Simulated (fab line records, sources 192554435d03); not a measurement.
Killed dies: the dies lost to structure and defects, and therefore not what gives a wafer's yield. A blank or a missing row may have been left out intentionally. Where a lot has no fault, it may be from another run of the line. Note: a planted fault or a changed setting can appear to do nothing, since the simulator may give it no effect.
Matching of chambers || flow n5-finfet || rie-diel-05 running N5_BEOL_M8_ETCH_72: 4 sister chambers
The step etches underlayer in N2/H2, target depth 6.5 nm, time 5.2 s. 18 wafers are shown with their chamber, then 9 later ones without.

WAFERS PAIRED WITH THEIR CHAMBERS
{"wafer": "L075.3", "chamber": 0, "drypump-motor-current-A (A)": 4.7, "showerhead-plenum-p-Torr (Torr)": 2.59, "throttle-valve-pct (%)": 17.5}
{"wafer": "L075.4", "chamber": 1, "drypump-motor-current-A (A)": 5.6, "showerhead-plenum-p-Torr (Torr)": 2.44, "throttle-valve-pct (%)": 17.8}
{"wafer": "L075.6", "chamber": 0, "drypump-motor-current-A (A)": 4.7, "showerhead-plenum-p-Torr (Torr)": 2.59, "throttle-valve-pct (%)": 17.5}
{"wafer": "L076.1", "chamber": 3, "drypump-motor-current-A (A)": 6.3, "showerhead-plenum-p-Torr (Torr)": 2.45, "throttle-valve-pct (%)": 17.1}
{"wafer": "L076.2", "chamber": 1, "drypump-motor-current-A (A)": 5.6, "showerhead-plenum-p-Torr (Torr)": 2.44, "throttle-valve-pct (%)": 17.9}
{"wafer": "L076.3", "chamber": 0, "drypump-motor-current-A (A)": 4.7, "showerhead-plenum-p-Torr (Torr)": 2.59, "throttle-valve-pct (%)": 17.5}
{"wafer": "L076.4", "chamber": 2, "drypump-motor-current-A (A)": 5.7, "showerhead-plenum-p-Torr (Torr)": 2.48, "throttle-valve-pct (%)": 18.0}
{"wafer": "L076.5", "chamber": 1, "drypump-motor-current-A (A)": 5.6, "showerhead-plenum-p-Torr (Torr)": 2.44, "throttle-valve-pct (%)": 17.9}
{"wafer": "L076.6", "chamber": 2, "drypump-motor-current-A (A)": 5.8, "showerhead-plenum-p-Torr (Torr)": 2.48, "throttle-valve-pct (%)": 17.9}
{"wafer": "L079.2", "chamber": 3, "drypump-motor-current-A (A)": 6.3, "showerhead-plenum-p-Torr (Torr)": 2.45, "throttle-valve-pct (%)": 17.2}
{"wafer": "L079.3", "chamber": 1, "drypump-motor-current-A (A)": 5.6, "showerhead-plenum-p-Torr (Torr)": 2.43, "throttle-valve-pct (%)": 17.9}
{"wafer": "L079.6", "chamber": 0, "drypump-motor-current-A (A)": 4.7, "showerhead-plenum-p-Torr (Torr)": 2.58, "throttle-valve-pct (%)": 17.5}
{"wafer": "L083.1", "chamber": 3, "drypump-motor-current-A (A)": 6.3, "showerhead-plenum-p-Torr (Torr)": 2.45, "throttle-valve-pct (%)": 17.2}
{"wafer": "L083.2", "chamber": 0, "drypump-motor-current-A (A)": 4.7, "showerhead-plenum-p-Torr (Torr)": 2.58, "throttle-valve-pct (%)": 17.5}
{"wafer": "L083.3", "chamber": 1, "drypump-motor-current-A (A)": 5.6, "showerhead-plenum-p-Torr (Torr)": 2.43, "throttle-valve-pct (%)": 17.9}
{"wafer": "L082.1", "chamber": 3, "drypump-motor-current-A (A)": 6.3, "showerhead-plenum-p-Torr (Torr)": 2.45, "throttle-valve-pct (%)": 17.2}
{"wafer": "L082.4", "chamber": 1, "drypump-motor-current-A (A)": 5.6, "showerhead-plenum-p-Torr (Torr)": 2.43, "throttle-valve-pct (%)": 17.9}
{"wafer": "L082.5", "chamber": 0, "drypump-motor-current-A (A)": 4.7, "showerhead-plenum-p-Torr (Torr)": 2.58, "throttle-valve-pct (%)": 17.5}

SIGNATURES, as means of the wafers listed above
{"reading": "drypump-motor-current-A", "chamber 0": 4.700, "chamber 1": 5.600, "chamber 2": 5.750, "chamber 3": 6.300, "scatter within a chamber": 0.0189}
{"reading": "showerhead-plenum-p-Torr", "chamber 0": 2.5850, "chamber 1": 2.4350, "chamber 2": 2.4800, "chamber 3": 2.4500, "scatter within a chamber": 0.00463}
{"reading": "throttle-valve-pct", "chamber 0": 17.500, "chamber 1": 17.883, "chamber 2": 17.950, "chamber 3": 17.175, "scatter within a chamber": 0.0386}
Rule: a wafer lies at a distance from a chamber equal to the root of the sum of squares, over the readings, of (its reading less the chamber's mean, divided by the reading's scatter). If the next closest chamber is less than 2 further off than the closest, the wafer can't be placed; otherwise it belongs to the closest. The scatter is the square root of a quotient: the sum, over the shown wafers, of each reading's squared deviation from its chamber's mean, divided by wafers minus chambers.

WAFERS WITHOUT THEIR CHAMBER
{"wafer": "L092.1", "drypump-motor-current-A (A)": 4.7, "showerhead-plenum-p-Torr (Torr)": 2.58, "throttle-valve-pct (%)": 17.5}
{"wafer": "L092.2", "drypump-motor-current-A (A)": 5.7, "showerhead-plenum-p-Torr (Torr)": 2.47, "throttle-valve-pct (%)": 17.6}
{"wafer": "L092.5", "drypump-motor-current-A (A)": 6.3, "showerhead-plenum-p-Torr (Torr)": 2.44, "throttle-valve-pct (%)": 17.2}
{"wafer": "L095.1", "drypump-motor-current-A (A)": 5.7, "showerhead-plenum-p-Torr (Torr)": 2.47, "throttle-valve-pct (%)": 17.7}
{"wafer": "L095.4", "drypump-motor-current-A (A)": 4.8, "showerhead-plenum-p-Torr (Torr)": 2.57, "throttle-valve-pct (%)": 17.5}
{"wafer": "L095.6", "drypump-motor-current-A (A)": 4.7, "showerhead-plenum-p-Torr (Torr)": 2.57, "throttle-valve-pct (%)": 17.5}
{"wafer": "L096.2", "drypump-motor-current-A (A)": 6.3, "showerhead-plenum-p-Torr (Torr)": 2.44, "throttle-valve-pct (%)": 17.2}
{"wafer": "L096.3", "drypump-motor-current-A (A)": 4.7, "showerhead-plenum-p-Torr (Torr)": 2.57, "throttle-valve-pct (%)": 17.6}
{"wafer": "L096.4", "drypump-motor-current-A (A)": 5.8, "showerhead-plenum-p-Torr (Torr)": 2.47, "throttle-valve-pct (%)": 17.6}

EACH ONE'S CHAMBER
{"wafer": "L092.1", "from the rows above": 0, "in truth": 0}
{"wafer": "L092.2", "from the rows above": 2, "in truth": 2}
{"wafer": "L092.5", "from the rows above": 3, "in truth": 3}
{"wafer": "L095.1", "from the rows above": 2, "in truth": 2}
{"wafer": "L095.4", "from the rows above": 0, "in truth": 0}
{"wafer": "L095.6", "from the rows above": 0, "in truth": 0}
{"wafer": "L096.2", "from the rows above": 3, "in truth": 3}
{"wafer": "L096.3", "from the rows above": 0, "in truth": 0}
{"wafer": "L096.4", "from the rows above": 2, "in truth": 2}
Placed correctly: 9 of 9. From these rows, 0 cannot be placed. Number placed wrongly: 0.
